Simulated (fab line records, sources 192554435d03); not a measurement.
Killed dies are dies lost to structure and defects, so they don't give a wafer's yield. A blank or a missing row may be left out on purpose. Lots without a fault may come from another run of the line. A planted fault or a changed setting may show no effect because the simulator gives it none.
Split-lot experiment | flow n5_finfet | 7 lots, 39 wafers read, on a route of 1938 steps

THE SPLIT
At N5_DUMMY_GATE_ETCH_31 (etches SiO2 in C4F6/O2, target depth 82.5 nm, time 27.5 s), the setting target_depth_a was moved away from the recipe's 825 angstrom on 12 of the 39 wafers read, by -10.9% to +12.6%. The other wafers ran this setting at the recipe's value.

The reading is taken at the split's own step.

THE READING
SOC_of_DUMMY_GATE_COAT_34.thk_nm (the simulator's own value, which no gauge read), in nm, at N5_DUMMY_GATE_ETCH_31 (etches SiO2 in C4F6/O2, target depth 82.5 nm, time 27.5 s). The file gives no usual value for it. The 27 wafers here that ran the recipe average 51.8 nm, standard deviation 0.29 nm.

wafer  | tool, chamber at the split | target_depth_a as run, angstrom | against the recipe | SOC_of_DUMMY_GATE_COAT_34.thk_nm, nm | against lot-mates on the recipe
L080.1 | rie_diel-04, 3             | 825                             | recipe             | 51.8                                 | -
L080.2 | rie_diel-04, 1             | 825                             | recipe             | 51.4                                 | -
L080.3 | rie_diel-04, 2             | 825                             | recipe             | 52                                   | -
L080.4 | rie_diel-04, 0             | 825                             | recipe             | 51.8                                 | -
L080.5 | rie_diel-04, 1             | 825                             | recipe             | 51.4                                 | -
L080.6 | rie_diel-04, 0             | 825                             | recipe             | 52.2                                 | -
L081.1 | rie_diel-02, 0             | 928.7                           | +12.6%             | 50.6                                 | -0.7
L081.2 | rie_diel-02, 2             | 825                             | recipe             | 51.2                                 | -
L081.3 | rie_diel-02, 1             | 825                             | recipe             | 51.4                                 | -
L081.4 | rie_diel-02, 0             | 928.7                           | +12.6%             | 50.4                                 | -0.9
L081.5 | rie_diel-02, 1             | 928.7                           | +12.6%             | 50.4                                 | -0.9
L081.6 | rie_diel-02, 2             | 825                             | recipe             | 51.4                                 | -
L086.1 | rie_diel-02, 0             | 825                             | recipe             | 52                                   | -
L086.2 | rie_diel-02, 1             | 893.3                           | +8.3%              | 51.2                                 | -0.7
L086.3 | rie_diel-02, 2             | 893.3                           | +8.3%              | 51                                   | -0.9
L086.4 | rie_diel-02, 3             | 825                             | recipe             | 51.8                                 | -
L086.5 | rie_diel-02, 0             | 893.3                           | +8.3%              | 51.2                                 | -0.7
L086.6 | rie_diel-02, 3             | 825                             | recipe             | 51.8                                 | -
L089.4 | rie_diel-04, 0             | 825                             | recipe             | 52                                   | -
L089.5 | rie_diel-04, 0             | 825                             | recipe             | 52.2                                 | -
L089.6 | rie_diel-04, 1             | 825                             | recipe             | 51.8                                 | -
L091.1 | rie_diel-04, 1             | 825                             | recipe             | 51.8                                 | -
L091.2 | rie_diel-04, 2             | 825                             | recipe             | 52.2                                 | -
L091.3 | rie_diel-04, 0             | 825                             | recipe             | 52.2                                 | -
L091.4 | rie_diel-04, 3             | 825                             | recipe             | 52                                   | -
L091.5 | rie_diel-04, 3             | 825                             | recipe             | 52                                   | -
L091.6 | rie_diel-04, 2             | 825                             | recipe             | 52.2                                 | -
L094.1 | rie_diel-02, 2             | 825                             | recipe             | 51.6                                 | -
L094.2 | rie_diel-02, 0             | 734.8                           | -10.9%             | 52.6                                 | +1.1
L094.3 | rie_diel-02, 3             | 825                             | recipe             | 51.4                                 | -
L094.4 | rie_diel-02, 2             | 734.8                           | -10.9%             | 52.4                                 | +0.9
L094.5 | rie_diel-02, 3             | 825                             | recipe             | 51.6                                 | -
L094.6 | rie_diel-02, 0             | 734.8                           | -10.9%             | 52.8                                 | +1.3
L095.1 | rie_diel-02, 0             | 825                             | recipe             | 51.6                                 | -
L095.2 | rie_diel-02, 3             | 825                             | recipe             | 51.8                                 | -
L095.3 | rie_diel-02, 2             | 825                             | recipe             | 51.6                                 | -
L095.4 | rie_diel-02, 2             | 862.2                           | +4.5%              | 51.2                                 | -0.5
L095.5 | rie_diel-02, 0             | 862.2                           | +4.5%              | 51.4                                 | -0.3
L095.6 | rie_diel-02, 3             | 862.2                           | +4.5%              | 51.2                                 | -0.5

THE FIT
A straight line over all 39 wafers: SOC_of_DUMMY_GATE_COAT_34.thk_nm changes by -0.0895 nm for each +1% of target_depth_a; r = -0.87; the points scatter about the line by 0.27 nm.
The same after taking each lot's own level away (the mean of its wafers on the recipe; 39 wafers): -0.0839 nm for each +1%; r = -0.93; scatter 0.18 nm.
On that fit, the largest move of target_depth_a shifts the reading by 1.1 nm.
The lots' own levels span 51.33 to 52.07 nm, that is 2.5 times the standard deviation above.
So the lot-to-lot level changes the slope little: the two slopes agree.
Check: with one of the wafers moved furthest among these (+12.6%) left out of the fit, the line predicts -1.09 nm for it against its lot-mates. It came out at -0.733 nm against them.

OTHER SPLITS ON THESE WAFERS
These wafers also went through other splits before the reading. Each is held against what the fit with the lots' levels taken away leaves over:
other split on the same wafers        | wafers away from the commonest value | r with SOC_of_DUMMY_GATE_COAT_34.thk_nm (lot level and that fit taken away)
N5_WELL_APT_EPI_41 time_s             | 15                                   | +0.25
N5_FIN_SAQP_HM_DEP_03 target_thk_a    | 12                                   | +0.16
N5_FIN_SAQP_SPACER1_ALD_24 ald_cycles | 18                                   | +0.11
N5_FIN_CUT_ETCH_21 time_s             | 15                                   | +0.14

THE WHOLE CHAIN: every reading that the file lists as answering this split, in the file's order
step                  | what it does                                              | reading                                                                           | change (the file's fit)                | r (the file's)
N5_DUMMY_GATE_ETCH_31 | etches SiO2 in C4F6/O2, target depth 82.5 nm, time 27.5 s | etch.depth_nm (the simulator's own value, which no gauge read)                    | +0.818 nm for each +1% of the setting  | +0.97
N5_DUMMY_GATE_ETCH_31 | etches SiO2 in C4F6/O2, target depth 82.5 nm, time 27.5 s | SOC_of_DUMMY_GATE_COAT_34.thk_nm (the simulator's own value, which no gauge read) | -0.0831 nm for each +1% of the setting | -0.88

THE FILE'S OWN FIT
SOC_of_DUMMY_GATE_COAT_34.thk_nm changes by -0.0831 nm for each +1% of target_depth_a, r = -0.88.
